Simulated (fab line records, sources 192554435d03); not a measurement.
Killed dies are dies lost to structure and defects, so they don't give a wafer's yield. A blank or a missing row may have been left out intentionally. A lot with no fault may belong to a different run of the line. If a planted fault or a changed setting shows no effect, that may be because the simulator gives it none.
fab line records    flow n5-finfet
[record] lots = 12  wafers = 33  last-day = 18
route steps=1938 shown BEOL_M8@1394 BEOL_M9@1423 PASSIVATION@1936
lots that met no fault: from a run of the same line without faults
start-h: hours from the record's opening day to when the first of the lot's shown wafers began    wait-h: how many hours have passed since the lot's step before this one    " same as the row above    L1.1+2: a row that stands for several wafers    - value missing, or start not given    * or withheld: withheld    < > ~ a bound
route shown NAME@n: names a module that has steps shown in the file, with the first one's number in the route    usual: the fault-free wafers' mean and standard deviation    same: alike in all rows    chamber/n: place in a boat    sites: the reading at each site    _std_site: how widely they spread, as a standard deviation    _edge_site: mean of outer sites minus mean of inner sites    radius-mm: for every site, how far away it sits from the centre of the wafer    mask NAME#n: copy n    behind: the tool/chamber that last shaped the wafer    hold: cause of the lot's hold/its duration in hours/its outcome    device: names the non-switching transistor (n, p or np)    end of line: at the end of the route, the tests of the same wafers    for a step that has no rows: nothing shown but its recipe    killed: dies that structure and defects cost at the first sort, which is not the same as the wafer's yield    map: dies across one wafer; x = killed, . = not, _ = none there
set.NAME: the setting the step ran with; set.NAME@STEP: the setting that earlier step ran with    model.NAME: the simulator's own value behind a step, which no gauge read
steps of the route over a sample of lots; a table a step, a row a wafer
services: a tool's chamber out of use, with start hour (start-h, from the record's first day; less than 0 if before it), hours out, and reason
[[steps]]
[step N5_BEOL_M8_ANNEAL_51]
[recipe] temp-c = 225  time-s = 90  ambient = N2
[usual] wafer_temp_C_max = 225.73/0.21
lot.wafer  tool           chamber  start-h  wait-h  wafer_temp_C_max
L149.1     rtp-anneal-02  0        210.23   0.1     225.70
L149.2     "              0        "        "       225.82
L149.5     "              0        "        "       225.66
L153.2     rtp-anneal-02  0        230.94   0.1     225.59
L153.3     "              0        "        "       226.05
L153.6     "              0        "        "       225.79
L156.1     rtp-anneal-01  0        243.59   0.3     225.52
L156.2     "              0        "        "       225.72
L156.5     "              0        "        "       226.37
L157.1     rtp-anneal-01  0        251.84   0.3     225.89
L157.4     "              0        "        "       225.67
L157.6     "              0        "        "       225.64
L158.4     rtp-anneal-01  0        259.88   0.5     225.97
L158.5     "              0        "        "       225.98
L158.6     "              0        "        "       225.73
L160.1     rtp-anneal-02  0        285.26   0.1     225.57
L160.2     "              0        "        "       225.82
L160.6     "              0        "        "       225.86
L161.4     rtp-anneal-01  0        289.96   0.2     225.69
L161.5     "              0        "        "       225.80
L161.6     "              0        "        "       226.13
L162.1     rtp-anneal-02  0        299.29   0.1     225.71
L162.3     "              0        "        "       225.86
L162.5     "              0        "        "       225.45
L165.2     rtp-anneal-02  0        303.43   0.1     225.50
L165.4     "              0        "        "       225.61
L164.1     rtp-anneal-02  0        320.11   0.2     225.47
L170.2     rtp-anneal-02  0        356.79   0.2     225.49
L170.5     "              0        "        "       226.07
L170.6     "              0        "        "       225.65
L168.1     rtp-anneal-01  0        356.89   0.2     225.45
L168.4     "              0        "        "       225.79
L168.5     "              0        "        "       225.87
[step N5_BEOL_M9_STRIP_19]
[recipe] chemistry = O2  power-w = 400  temp-c = 40  pressure-mtorr = 30  rf-frequency-hz = 6e+07  bias-power-w = 0  overash-fraction = 0.2  o2-flow-sccm = 225
[usual] drypump-motor-current-A = 5.5/0.5  oes-product-au = 0.79/0.072  rf-vpp-V = 3.6/0.58  showerhead-plenum-p-Torr = 2.10/0.054  throttle-valve-pct = 16.70/0.26
lot.wafer  tool         chamber  start-h  wait-h  drypump-motor-current-A  oes-product-au  rf-hours-counter-h  rf-vpp-V  showerhead-plenum-p-Torr  throttle-valve-pct
L149.1     rie-diel-04  3        213.84   0.1     5.3                      0.83            61                  2.4       2.15                      16.71
L149.2     "            1        "        "       6.1                      0.74            176                 2.9       2.19                      16.70
L149.5     "            2        "        "       5.0                      0.84            -                   2.6       2.04                      16.78
L153.2     rie-diel-02  0        233.78   0.1     5.3                      0.70            220                 3.1       2.08                      16.96
L153.3     "            1        "        "       5.7                      0.77            157                 3.6       2.09                      16.61
L153.6     "            1        "        "       5.8                      0.77            -                   4.6       2.09                      16.61
L156.1     rie-diel-06  1        246.23   0.1     5.5                      0.73            193                 4.4       2.17                      16.93
L156.2     "            3        "        "       6.3                      0.90            23                  4.2       2.05                      16.42
L156.5     "            2        "        "       5.8                      0.73            -                   4.4       2.10                      17.07
L157.1     rie-diel-02  0        255.71   0.2     5.3                      0.71            226                 3.2       2.07                      16.97
L157.4     "            3        "        "       5.0                      0.73            191                 3.0       2.18                      16.60
L157.6     "            3        "        "       5.0                      0.73            -                   3.3       2.18                      16.60
L158.4     rie-diel-04  2        265.44   0.1     5.0                      0.83            100                 2.7       2.03                      16.80
L158.5     "            3        "        "       5.3                      0.81            -                   3.3       2.14                      16.74
L158.6     "            2        "        "       5.0                      0.82            -                   4.1       2.03                      16.80
L160.1     rie-diel-06  1        288.95   0.1     5.5                      0.73            208                 3.1       2.17                      16.97
L160.2     "            2        "        "       5.8                      0.72            195                 4.1       2.10                      17.08
L160.6     "            2        "        "       5.7                      0.73            -                   4.5       2.10                      17.11
L161.4     rie-diel-02  0        292.52   0.1     5.3                      0.69            236                 3.7       2.07                      16.98
L161.5     "            0        "        "       5.3                      0.69            -                   3.6       2.07                      17.00
L161.6     "            3        "        "       4.9                      0.71            -                   3.6       2.17                      16.62
L162.1     rie-diel-04  3        303.00   0.1     5.3                      0.79            89                  4.8       2.14                      16.76
L162.3     "            1        "        "       6.1                      0.72            204                 3.6       2.18                      16.75
L162.5     "            1        "        "       6.1                      0.72            -                   3.1       2.18                      16.73
L165.2     rie-diel-06  0        307.63   0.1     4.9                      0.90            14                  3.8       2.05                      16.07
L165.4     "            3        "        "       6.3                      0.87            -                   3.4       2.04                      16.47
L164.1     rie-diel-04  3        325.00   0.1     5.3                      0.78            95                  4.4       2.14                      16.77
L170.2     rie-diel-06  1        360.47   0.1     5.5                      0.70            224                 4.2       2.16                      16.97
L170.5     "            0        "        "       4.9                      0.88            -                   4.5       2.05                      16.09
L170.6     "            3        "        "       6.3                      0.85            -                   3.3       2.03                      16.49
L168.1     rie-diel-04  2        360.63   0.1     5.0                      0.80            126                 3.8       2.02                      16.85
L168.4     "            1        "        "       6.1                      0.70            -                   4.5       2.18                      16.80
L168.5     "            3        "        "       5.3                      0.78            -                   4.1       2.14                      16.81
[step N5_BEOL_M9_COAT_75]
[recipe] resist = underlayer  temp-c = 205  time-s = 60  spin-rpm = 1500  resist-thk-nm = 5
[usual] heater-power-total-W = 391.5/1.3  run-length-s = 66.26/0.16
lot.wafer  tool            chamber  start-h  wait-h  heater-power-total-W  run-length-s
L149.1     litho-track-04  0        213.95   -       389.7                 66.00
L149.2     "               0        "        "       391.1                 65.98
L149.5     "               0        "        "       390.1                 66.25
L153.2     litho-track-04  0        233.93   -       389.7                 66.36
L153.3     "               0        "        "       389.7                 66.02
L153.6     "               0        "        "       389.6                 66.19
L156.1     litho-track-04  0        249.14   -       394.0                 66.05
L156.2     "               0        "        "       390.9                 66.32
L156.5     "               0        "        "       392.6                 66.41
L157.1     litho-track-02  0        258.08   -       393.5                 66.30
L157.4     "               0        "        "       390.2                 66.20
L157.6     "               0        "        "       393.9                 66.34
L158.4     litho-track-04  0        266.88   -       392.6                 66.06
L158.5     "               0        "        "       391.1                 66.19
L158.6     "               0        "        "       392.3                 66.34
L160.1     litho-track-02  0        290.02   -       391.2                 66.40
L160.2     "               0        "        "       392.1                 66.31
L160.6     "               0        "        "       393.9                 66.43
L161.4     litho-track-02  0        293.72   -       511.7                 45.08
L161.5     "               0        "        "       511.6                 44.90
L161.6     "               0        "        "       510.3                 45.14
L162.1     litho-track-03  0        305.45   -       389.7                 66.27
L162.3     "               0        "        "       390.4                 66.24
L162.5     "               0        "        "       390.7                 66.55
L165.2     litho-track-03  0        309.36   -       390.4                 66.33
L165.4     "               0        "        "       392.3                 66.33
L164.1     litho-track-02  0        328.67   -       511.1                 45.14
L168.1     litho-track-04  0        362.43   -       392.9                 66.01
L168.4     "               0        "        "       391.3                 66.12
L168.5     "               0        "        "       390.0                 66.19
L170.2     litho-track-03  0        362.43   -       389.6                 66.52
L170.5     "               0        "        "       389.8                 66.58
L170.6     "               0        "        "       391.7                 66.49
[step N5_BEOL_M9_ETCH_76]
[recipe] chemistry = N2/H2  target = underlayer  target-depth-a = 65  mask-material = CAR-EUV  time-s = 5.2  ion-energy-ev = 200  pressure-mtorr = 30  source-w = 840  bias-w = 150  n2-flow-sccm = 200  h2-flow-sccm = 200  ends = cleared
[usual] drypump-motor-current-A = 5.5/0.51  etch-rf-on-time-s = 5.19/0.11  oes-product-au = 0.67/0.061  rf-vpp-V = 524.0/2  showerhead-plenum-p-Torr = 2.55/0.06  throttle-valve-pct = 17.90/0.22
lot.wafer  tool         chamber  start-h  wait-h  drypump-motor-current-A  etch-rf-on-time-s  oes-product-au  rf-hours-counter-h  rf-vpp-V  showerhead-plenum-p-Torr  throttle-valve-pct
L149.1     rie-diel-04  1        214.37   0.0     6.2                      5.15               0.65            176                 526.5     2.64                      17.89
L149.2     "            2        "        "       5.0                      5.12               0.72            82                  523.8     2.45                      17.91
L149.5     "            2        "        "       5.0                      5.07               0.74            -                   522.1     2.45                      17.92
L153.2     rie-diel-06  0        234.68   0.0     4.9                      5.21               0.58            246                 521.3     2.51                      17.70
L153.3     "            1        "        "       5.5                      5.13               0.64            189                 526.8     2.63                      18.06
L153.6     "            3        "        "       6.3                      4.99               0.78            -                   521.8     2.51                      17.84
L156.1     rie-diel-02  0        249.69   0.0     5.3                      5.53               0.57            225                 524.2     2.52                      18.28
L156.2     "            1        "        "       5.7                      5.33               0.65            162                 523.8     2.55                      17.94
L156.5     "            1        "        "       5.8                      5.27               0.64            -                   525.2     2.55                      17.96
L157.1     rie-diel-02  0        258.49   0.0     5.3                      5.42               0.57            227                 520.8     2.52                      18.30
L157.4     "            3        "        "       4.9                      5.33               0.62            192                 525.5     2.65                      17.87
L157.6     "            1        "        "       5.8                      5.28               0.64            -                   520.5     2.55                      17.95
L158.4     rie-diel-02  3        267.43   0.0     5.0                      5.27               0.62            195                 524.3     2.65                      17.86
L158.5     "            0        "        "       5.3                      5.47               0.58            -                   520.2     2.51                      18.31
L158.6     "            3        "        "       5.0                      5.30               0.62            -                   525.1     2.65                      17.86
L160.1     rie-diel-04  2        291.01   0.0     5.0                      5.16               0.70            107                 521.3     2.44                      17.94
L160.2     "            1        "        "       6.1                      5.15               0.62            201                 526.9     2.63                      17.92
L160.6     "            3        "        "       5.3                      5.22               0.67            -                   523.9     2.57                      17.79
L161.4     rie-diel-02  1        294.18   0.0     5.7                      5.27               0.65            174                 525.7     2.54                      17.98
L161.5     "            1        "        "       5.7                      5.25               0.65            -                   521.4     2.54                      17.95
L161.6     "            0        "        "       5.3                      5.53               0.57            -                   524.5     2.51                      18.31
L162.1     rie-diel-06  0        306.00   0.0     4.9                      5.18               0.78            13                  523.1     2.50                      17.34
L162.3     "            2        "        "       5.8                      5.22               0.62            200                 522.7     2.52                      18.25
L162.5     "            2        "        "       5.8                      5.31               0.62            -                   523.9     2.52                      18.25
L165.2     rie-diel-06  3        309.78   0.0     6.3                      4.98               0.74            43                  522.6     2.50                      17.87
L165.4     "            2        "        "       5.8                      5.18               0.62            -                   522.9     2.52                      18.22
L164.1     rie-diel-04  1        329.08   0.0     6.2                      5.17               0.62            211                 525.1     2.63                      17.93
L168.1     rie-diel-06  2        362.87   0.0     5.8                      5.40               0.61            214                 522.3     2.51                      18.23
L168.4     "            0        "        "       4.9                      5.29               0.74            26                  520.1     2.50                      17.37
L168.5     "            0        "        "       4.9                      5.23               0.74            -                   522.2     2.50                      17.36
L170.2     rie-diel-06  1        363.30   0.0     5.5                      5.13               0.61            225                 527.2     2.61                      18.15
L170.5     "            1        "        "       5.5                      5.13               0.61            -                   523.0     2.61                      18.13
L170.6     "            0        "        "       4.9                      5.15               0.76            -                   521.4     2.50                      17.36
[step N5_PASSIVATION_PROBE_49]
[usual] killed_at_M0_to_M3 = 33/9.9  killed_at_M4_up = 14/6.4  killed-at-contacts = 12/7  killed-at-front-end = 41/13  killed-at-other = 3.1/2.9  killed-dies = 103/20  killed-open = 67/14  killed-short = 34/9.4
[same] gross-dies = 1180  killed-at-back-side = 0
lot.wafer  tool       chamber  start-h  wait-h  killed_at_M0_to_M3  killed_at_M4_up  killed-at-contacts  killed-at-front-end  killed-at-other  killed-dies  killed-open  killed-short
L160.1     prober-01  -        345.45   0.0     17                  29               13                  37                   4                100          71           25
L160.6     prober-01  -        345.70   0.3     32                  25               21                  25                   6                109          74           28
L164.1     prober-02  -        395.11   0.0     32                  9                12                  171                  0                224          41           37
// killed by level:class
L160.1 BEOL_M4:geometric-particle:open=12 DUMMY_GATE:geometric-particle:open=7 MOL_CONTACT_COAG:geometric-particle:open=7 FIN_SAQP:geometric-particle:open=6 MOL_CONTACT_COAG:geometric-particle:short=5 BEOL_M2:geometric-particle:open=5 BEOL_M7:geometric-particle:open=5 DUMMY_GATE:geometric-particle:short=4
L160.6 MOL_CONTACT_COAG:geometric-particle:open=17 BEOL_M4:geometric-particle:open=10 BEOL_M3:geometric-particle:open=9 BEOL_M2:geometric-particle:open=7 FIN_SAQP:geometric-particle:short=5 FIN_SAQP:geometric-particle:open=5 BEOL_M3:geometric-particle:short=5 DUMMY_GATE:geometric-particle:open=4
L164.1 SD_EPI_P:unspecified=142 BEOL_M0_SAQP:geometric-particle:short=13 FIN_SAQP:geometric-particle:short=10 MOL_CONTACT_COAG:geometric-particle:open=10 BEOL_M2:geometric-particle:open=8 BEOL_M0_SAQP:geometric-particle:open=4 FIN_SAQP:geometric-particle:open=3 GATE_CUT:geometric-particle:short=3
[[services]]
tool            chamber  start-h  hours  kind
rie-diel-06     3        235.37   2.3    repair
rie-diel-06     0        244.91   -      clean
rie-diel-06     0        244.91   -      consumable-replace:focus-ring
rie-diel-06     0        244.91   17.9   scheduled-down
rie-diel-06     0        244.91   17.9   vent-cycle
litho-track-03  -        246.69   -      consumable-replace:filter
rie-diel-06     1        295.74   3.9    repair
rie-diel-06     1        303.97   8.4    repair
rie-diel-06     0        337.93   3.2    repair
rie-diel-04     3        342.35   3.4    repair
rie-diel-02     0        344.87   -      clean
rie-diel-02     0        344.87   -      consumable-replace:focus-ring
rie-diel-02     0        344.87   15.9   scheduled-down
rie-diel-02     0        344.87   15.9   vent-cycle
rie-diel-02     3        347.28   2.8    repair
rie-diel-04     0        359.94   1.7    repair
[[key]]
[first-sign] step = N5_BEOL_M9_COAT_75  reading = run-length-s  direction = down  sigmas = 99+  usual = *  struck = *
[effect] step = N5_BEOL_M9_COAT_75  reading = heater-power-total-W  direction = up  sigmas = 90  usual = *  struck = *
met-at N5_BEOL_M9_COAT_75
struck-lots L161,L164
tester-left-out L164
not-acting-at N5_BEOL_M8_ANNEAL_51,N5_BEOL_M9_STRIP_19,N5_BEOL_M9_ETCH_76
onset-between 290.02 293.72
[earlier-fault] kind = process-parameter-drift  tool = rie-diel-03  chamber = 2  onset-h = 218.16  steps = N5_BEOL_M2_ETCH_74  channel = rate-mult  offset = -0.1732  shape = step
[earlier-fault] kind = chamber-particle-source  tool = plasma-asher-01  chamber = 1  onset-h = 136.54  steps = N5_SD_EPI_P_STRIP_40  rate-per-visit-cm2 = 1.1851
[fault] kind = process-parameter-drift  tool = litho-track-02  chamber = -  onset-h = 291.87  steps = N5_BEOL_M9_COAT_75  channel = time-s  offset = *  shape = step  acts-in = *  stated = *
// tester-left-out: of these lots the tester's yield and bins aren't shown, on N5 and GAA mostly nor the transistor test; their killed dies are dies lost to structure and defects alone, not to doping, threshold or leakage, so they don't give the yield
